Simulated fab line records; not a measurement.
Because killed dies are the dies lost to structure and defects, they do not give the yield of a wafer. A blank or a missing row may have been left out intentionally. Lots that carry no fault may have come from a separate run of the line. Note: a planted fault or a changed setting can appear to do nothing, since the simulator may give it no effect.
Struck lot and sound lot, side by side    flow n5_finfet    15 steps out of a route of 1938
Sound: these wafers, L711.3, L711.4, L711.6. Struck: wafer L732.3 (L732.1, L732.2, from the same lot, were not struck and are left out); the cause is given at the end.
Each step with rows lists, per side, the tool, then ch with its chambers, then its first start. Under that, the readings that differ: sound wafers    struck wafers    difference of the means    sigmas: that difference in standard deviations of wafers without a fault.
alike: same words and numbers on both sides, and readings whose means sit less than 2 such deviations apart. not compared: any withheld reading, any reading some wafer has no value for, any bound like >300 that may hide the same value, and any number with overlapping values for which the record gives no deviation.
The two part at a step that has a row with sigmas, a row that says differs or no value, or rows on one side only. When numbers do not overlap yet have no deviation, they are printed without sigmas and do not part them. A reading that every wafer of one side lacks parts them only if that side has two wafers or more.

first, 3 steps without rows for these wafers: N5_FIN_SAQP_EXPOSE_13 (exposes mask FIN CORE, target cd 35.6 nm); N5_FIN_SAQP_PEB_14 (peb time 60 s); N5_FIN_SAQP_DEVELOP_15 (develop time 30 s).
N5_FIN_SAQP_CD_MEAS_16: the cd target is 35.6 nm.
  sound on cd_sem-02 ch 0, day 2 09:52; struck on cd_sem-02 ch 0, day 7 15:20
  alike: cd_nm
N5_FIN_SAQP_OVL_MEAS_17:
  sound on overlay-02 ch 0, day 2 09:53; struck on overlay-01 ch 0, day 7 15:22
reading            sound          struck  difference  sigmas
FIN_CORE_OVL (nm)  -1.1 0.2 -0.5  1.3     +1.8        +2
N5_FIN_SAQP_INSPECT_18: inspects for defects (brightfield).
  sound: defect_inspect-01 at day 2 09:55; struck: defect_inspect-01 at day 7 15:23
  alike: raw_defect_count
N5_FIN_SAQP_DESCUM_21: chemistry O2, time 7.9 s.
  sound on rie_diel-02 ch 0,1,2, day 2 09:57; struck on rie_diel-05 ch 1, day 7 15:26
  alike: drypump_motor_current_A, oes_product_au, rf_fwd_power_W, rf_vpp_V, showerhead_plenum_p_Torr, throttle_valve_pct
  not compared: rf_hours_counter_h
N5_FIN_SAQP_ETCH_51: etches SiARC in CF4, target depth 45.5 nm, time 75.8 s.
  sound on rie_diel-02 ch 0,1,2, day 2 09:59; struck on rie_diel-05 ch 1, day 7 15:28
  alike: drypump_motor_current_A, etch_rf_on_time_s, oes_product_au, rf_fwd_power_W, rf_vpp_V, showerhead_plenum_p_Torr, throttle_valve_pct
  not compared: rf_hours_counter_h
N5_FIN_SAQP_ETCH_52: etches SOC in N2/H2, target depth 100 nm, overetch 20 nm, time 150 s.
  sound on rie_diel-02 ch 0,1,2, day 2 10:02; struck on rie_diel-05 ch 1, day 7 15:31
  alike: drypump_motor_current_A, oes_product_au, rf_fwd_power_W, rf_vpp_V, showerhead_plenum_p_Torr, throttle_valve_pct
  not compared: rf_hours_counter_h
then, 1 step without rows for these wafers: N5_FIN_SAQP_STRIP_53 (strips in N2/H2).
N5_FIN_SAQP_HM_OPEN_73: chemistry CHF3/O2, target SiO2, stops on a-Si, target depth 12 nm, time 16.8 s.
  sound on rie_diel-02 ch 0,1,2, day 2 10:09; struck on rie_diel-05 ch 1, day 7 15:38
  alike: O2_flow_sccm, drypump_motor_current_A, oes_product_au, rf_fwd_power_W, rf_vpp_V, showerhead_plenum_p_Torr, throttle_valve_pct
  not compared: rf_hours_counter_h
then, 1 step without rows for these wafers: N5_FIN_SAQP_STRIP_74 (strips in CHF3/O2).
N5_FIN_SAQP_MANDREL_ETCH_22: etches a-Si in HBr/Cl2, stops on SiNx, target depth 60 nm, bt time 10 s, time 30 s.
  sound on rie_si-06 ch 0,1, day 2 10:14; struck on rie_si-03 ch 2, day 7 15:43
reading                                    sound              struck  difference  sigmas
HBr_flow_sccm (sccm)                       149.1 149.7 149.5  150.6   +1.2        +3
drypump_motor_current_A (A)                5.1 5.2 5.1        5.9     +0.8        +2
oes_product_au (a.u.)                      0.769 0.750 0.767  0.793   +0.031      +2
over_etch_frac                             0.5 0.5 0.5        0.4524  -0.0476     
model.SOC_of_FIN_SAQP_COAT_49.thk_nm (nm)  75.85 76.26 76.13  77.8    +1.7        
  alike: mfc_cl2_sccm, rf_fwd_power_W, throttle_valve_pct
  not compared: rf_hours_counter_h
N5_FIN_SAQP_STRIP_55: strips in N2/H2.
  sound on rie_diel-05 ch 1,2,3, day 2 10:29; struck on rie_diel-01 ch 1, day 7 15:49
  alike: drypump_motor_current_A, oes_product_au, rf_vpp_V, showerhead_plenum_p_Torr, throttle_valve_pct
  not compared: rf_hours_counter_h
-- here the record skips 6 days between the struck wafers' starts before and after, leaving off in module FIN_SAQP and picking up in module BEOL_M4 (first step shown: number 1111 of the route) --
N5_BEOL_M4_RC_MEAS_101:
  sound on prober-02 ch 0, day 9 08:33; struck on prober-01 ch 0, day 14 00:56
  alike: DIBL_N, DIBL_P, IOFF_N, IOFF_P, ION_N, ION_P, SS_N, SS_P, VT_N, VT_P

== WHERE THEY PART ==
At N5_FIN_SAQP_OVL_MEAS_17 first; at N5_FIN_SAQP_MANDREL_ETCH_22 last (within this record only). Later steps at which nothing parts them and some readings are alike: N5_FIN_SAQP_STRIP_55, N5_BEOL_M4_RC_MEAS_101.

WHY: what the simulator had put in
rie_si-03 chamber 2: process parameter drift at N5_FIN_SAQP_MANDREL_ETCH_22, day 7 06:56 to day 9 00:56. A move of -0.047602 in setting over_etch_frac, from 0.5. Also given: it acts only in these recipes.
